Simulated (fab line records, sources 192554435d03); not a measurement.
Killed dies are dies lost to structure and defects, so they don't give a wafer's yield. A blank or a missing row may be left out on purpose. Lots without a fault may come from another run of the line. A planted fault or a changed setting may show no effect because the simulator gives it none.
Chamber matching | flow n5_finfet | N5_BEOL_M0_CO_CAP_123 on cvd_co-01: 3 sister chambers
The step material Co, precursor CCTBA/H2, target thk 2 nm, time 102.1 s. 18 wafers are shown with their chamber, then 9 later ones without.

WAFERS WITH THEIR CHAMBER
wafer  | chamber | heater_power_w (W) | heater_power_outer_w (W)
L074.2 | 2       | 235                | 120
L074.3 | 1       | 318                | 164
L074.4 | 1       | 322                | 165
L082.2 | 0       | 222                | 118
L082.4 | 0       | 226                | 118
L082.5 | 2       | 231                | 120
L084.1 | 1       | 320                | 166
L084.5 | 1       | 316                | 165
L084.6 | 0       | 222                | 119
L087.2 | 1       | 317                | 160
L087.3 | 2       | 241                | 123
L087.5 | 0       | 221                | 116
L088.1 | 2       | 243                | 125
L088.4 | 2       | 238                | 126
L088.5 | 0       | 228                | 117
L094.1 | 1       | 325                | 165
L094.4 | 0       | 226                | 119
L094.5 | 1       | 315                | 163

SIGNATURES (means of the wafers above)
reading              | chamber 0 | chamber 1 | chamber 2 | scatter within a chamber
heater_power_w       | 224.17    | 319.00    | 237.60    | 3.72
heater_power_outer_w | 117.83    | 164.00    | 122.80    | 2.03
Rule: a wafer's distance from a chamber is the root of the sum, over the readings, of the square of ((its reading less the chamber's mean) divided by the reading's scatter). The wafer belongs to the nearest chamber; if the next one is less than 2 further off, it can't be placed. The scatter: the root of (the sum of the squares of (reading less its chamber's mean) over the shown wafers, divided by (wafers less chambers)).

WAFERS WITHOUT THEIR CHAMBER
wafer  | heater_power_w (W) | heater_power_outer_w (W)
L095.2 | 242                | 121
L095.4 | 227                | 115
L095.6 | 239                | 120
L096.1 | 245                | 124
L096.2 | 228                | 121
L096.4 | 237                | 121
L097.2 | 236                | 118
L097.4 | 244                | 123
L097.5 | 318                | 163

WHICH CHAMBER EACH WENT THROUGH
wafer  | from the rows above     | in truth
L095.2 | 2                       | 2
L095.4 | 0                       | 0
L095.6 | 2                       | 2
L096.1 | 2                       | 2
L096.2 | can't be placed: 0 or 2 | 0
L096.4 | 2                       | 2
L097.2 | can't be placed: 2 or 0 | 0
L097.4 | 2                       | 2
L097.5 | 1                       | 1
Placed correctly: 7 of 9. Can't be placed from these rows: 2 (the true chamber is among the candidates in 2). Placed wrongly: 0.
